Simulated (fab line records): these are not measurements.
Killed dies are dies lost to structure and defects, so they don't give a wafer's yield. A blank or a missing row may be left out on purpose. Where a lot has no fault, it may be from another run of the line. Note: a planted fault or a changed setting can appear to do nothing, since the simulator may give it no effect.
Problem report, 8D (eight disciplines) form, completed by code + flow nand-harc + the parts of the form that need people (team, actions taken, sign-off) are left out

## 1. THE ISSUE
Wafers without a fault read 491.7 W, standard deviation 2.7; rf-fwd-power-W at NHARC_P_GATE_ETCH_104 reads a mean of 292.6 W on 6 wafers belonging to 2 lots. That puts it -74 standard deviations away from the usual mean.
The step: etches the open film in CF4/CHF3, target depth 60 nm.
Earliest sighting: wafer L847.1 on rie-diel-06 at day 11 12:15. At this step, 33 wafers from 11 lots have a number in the record. Rule for "out", or "out of limits": more than 4 standard deviations from the usual mean. The other wafers with a number count as sound.

## 2. WHAT IT IS, AND WHAT IT ISN'T
| question                    | is                             | is not                                                                          |
|-----------------------------|--------------------------------|---------------------------------------------------------------------------------|
| which readings at this step | rf-fwd-power-W, oes-product-au | drypump-motor-current-A, mfc-ar-sccm, rf-vpp-V, showerhead-plenum-p-Torr        |
| which lots                  | L847, L848                     | L832, L834, L835, L838, L839, L840, L853, L854, L855                            |
| which wafers of those lots  | all that have a number         | -                                                                               |
| read on which tools         | rie-diel-06                    | rie-diel-02, rie-diel-11                                                        |
| when                        | from day 11 12:15              | up to then (18 sound wafers); but 9 sound wafers of L853, L854, L855 came after |

## 3. THE SUSPECTS, EACH WITH WHAT RULES IT OUT
Counting: a tool stays on the suspect list if, at a process step up to the reading, it processed all lots that are out and no sound lot following the first of them.
- rie-diel-06 at NHARC_P_GATE_ETCH_104 (etches the open film in CF4/CHF3, target depth 60 nm): ruled out as a lasting fault. The sound lots L855 went through it after L847, its earliest lot that is out (day 11 12:15).
Left after counting: nothing in the record.

## 4. THE CAUSE (what the simulator had put in)
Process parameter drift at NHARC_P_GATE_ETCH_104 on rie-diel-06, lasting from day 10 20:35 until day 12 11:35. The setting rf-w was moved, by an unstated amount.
Counting ruled it out, wrongly.

## 5. THE EFFECT CHAIN, in route order
One row per reading whose mean, taken over the struck wafers that have a number, lies over 3 standard deviations from the usual. Only readings whose record carries a usual standard deviation are examined. hours: median over the lots of the time between each lot's start at the first step of this table that gives one and its start at this step. sigmas: the change, counted in usual standard deviations.
| hours | step                  | reading        | usual      | on struck wafers | change | sigmas |
|-------|-----------------------|----------------|------------|------------------|--------|--------|
| 0     | NHARC_P_GATE_ETCH_104 | oes-product-au | 0.948 a.u. | 0.705            | -0.243 | -10    |
| 0     | NHARC_P_GATE_ETCH_104 | rf-fwd-power-W | 491.7 W    | 292.6            | -199.1 | -74    |
Its process steps:
- NHARC_P_GATE_ETCH_104: etches the open film in CF4/CHF3, target depth 60 nm.
Later measuring or inspecting steps at which every struck wafer that the step has a row for has a number for every such reading, and none has moved that far: NHARC_P_GATE_CD_MEAS_46.

## 6. HOW IT WOULD HAVE BEEN CAUGHT EARLIER
In this record the first reading out of limits was taken at day 11 12:15, 16 hours after the fault began at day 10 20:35.
